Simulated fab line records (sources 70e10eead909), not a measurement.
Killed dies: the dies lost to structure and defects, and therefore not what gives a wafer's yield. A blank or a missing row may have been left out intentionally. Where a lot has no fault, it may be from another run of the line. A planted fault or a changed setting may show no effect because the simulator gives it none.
Struck lot and sound lot, side by side :: flow nand harc :: 16 out of 1302 route steps
Sound: these wafers, L224.1, L224.2, L224.6. Struck: wafers L217.1, L217.3, L217.5. The cause is given at the end.
Each step with rows lists, per side, the tool, then ch with its chambers, then its first start. Under that, the readings that differ: sound wafers :: struck wafers :: difference of the means :: sigmas: that difference in standard deviations of wafers without a fault.
alike: readings with means less than 2 such deviations apart, plus words and numbers identical on both sides. not compared: withheld readings, readings lacking a value on some wafer, bounds such as >300 that could conceal the same value, and numbers that have no deviation in the record and whose values overlap.
The two part at a step that has a row with sigmas, a row that says differs or no value, or rows on one side only. When numbers do not overlap yet have no deviation, they are printed without sigmas and do not part them. A reading missing from all wafers of one side parts the sides only when that side holds two or more wafers.

NHARC_A_BONDPAD_ETCH_34: etches the open film in N2/H2, target depth 60 nm, overetch 18 nm, time 65.91 s.
  sound on rie diel-08 ch 0,1,2, day 31 00:03; struck on rie diel-03 ch 2,3, day 27 00:28
  alike: drypump motor current A, h2 flow sccm, oes product au, rf vpp V, showerhead plenum p Torr, throttle valve pct
  not compared: rf hours counter h
NHARC_A_BONDPAD_ETCH_12: etches the open film in CHF3/O2, target depth 220 nm, time 110 s.
  sound: rie diel-08 ch 0,1,2; struck: rie diel-03 ch 0,2,3
  alike: drypump motor current A, oes product au, rf vpp V, showerhead plenum p Torr, throttle valve pct
  not compared: rf hours counter h
NHARC_A_BONDPAD_CD_MEAS_13:
  struck on cd sem-03, day 27 00:41; sound on cd sem-03, day 31 00:17
  alike: cd nm
then, 1 step without rows for these wafers: NHARC_A_BONDPAD_STRIP_15 (strips in O2).
NHARC_A_BONDPAD_ETCH_24: etches the open film in CF4/N2, target depth 30 nm, time 72.99 s.
  sound: rie diel-05 ch 0,1,2; struck: rie diel-03 ch 0,1,3
  alike: drypump motor current A, oes product au, rf vpp V, showerhead plenum p Torr, throttle valve pct
  not compared: rf hours counter h
then, 1 step without rows for these wafers: NHARC_A_BONDPAD_STRIP_16 (strips in post etch residue remover, time 600 s).
NHARC_A_BONDPAD_DEGAS_25: time 60 s.
  struck on pvd sputter-02, day 27 01:19; sound on pvd sputter-02, day 31 00:55
  alike: heater power w
NHARC_A_BONDPAD_PRE_CLEAN_26: time 30 s.
  sound on pvd sputter-02; struck on pvd sputter-02
  alike: heater power w
then, 4 steps without rows for these wafers: NHARC_A_BONDPAD_PVD_17 (deposits TaN, target thk 5 nm, time 8.06 s); NHARC_A_BONDPAD_PVD_27 (deposits Cu, target thk 30 nm, time 20.49 s); NHARC_A_BONDPAD_ECD_18 (material Cu, target thk 400 nm); NHARC_A_BONDPAD_ANNEAL_28 (time 90 s).
NHARC_A_BONDPAD_CMP_19: polishes, t overpolish 30 s, cu recess touch 16 s, target thk 169.82 nm.
  sound on cmp-03 ch 2,3, day 31 01:59; struck on cmp-04 ch 0,2,3, day 27 02:34
  no value came back on the struck wafers for cu recess touch s (s), edge zone pressure frac, motor current A (A), overpolish run s (s); on the sound wafers cu recess touch s (s) reads 16 16 16
NHARC_A_BONDPAD_THK_MEAS_20: measures by xrf.
  struck on film metro-02, day 27 02:50; sound on film metro-01, day 31 02:19
reading: thk nm (nm)
sound: 171.3 170.1 170.1
struck: 401.9 401.3 400.8
difference: +230.8
sigmas: +99 or more
then, 1 step without rows for these wafers: NHARC_A_BONDPAD_SRD_21 (time 30 s, dry time 20 s).
NHARC_A_BONDPAD_INSPECT_23:
  struck on defect inspect-01, day 27 03:04; sound on defect inspect-02, day 31 02:32
reading: raw defect count
sound: 561 531 599
struck: 3188 3174 3231
difference: +2634
sigmas: +20

== WHERE THEY PART ==
At NHARC_A_BONDPAD_CMP_19 first; at NHARC_A_BONDPAD_INSPECT_23 last (within this record only).

WHY: what the simulator had put in
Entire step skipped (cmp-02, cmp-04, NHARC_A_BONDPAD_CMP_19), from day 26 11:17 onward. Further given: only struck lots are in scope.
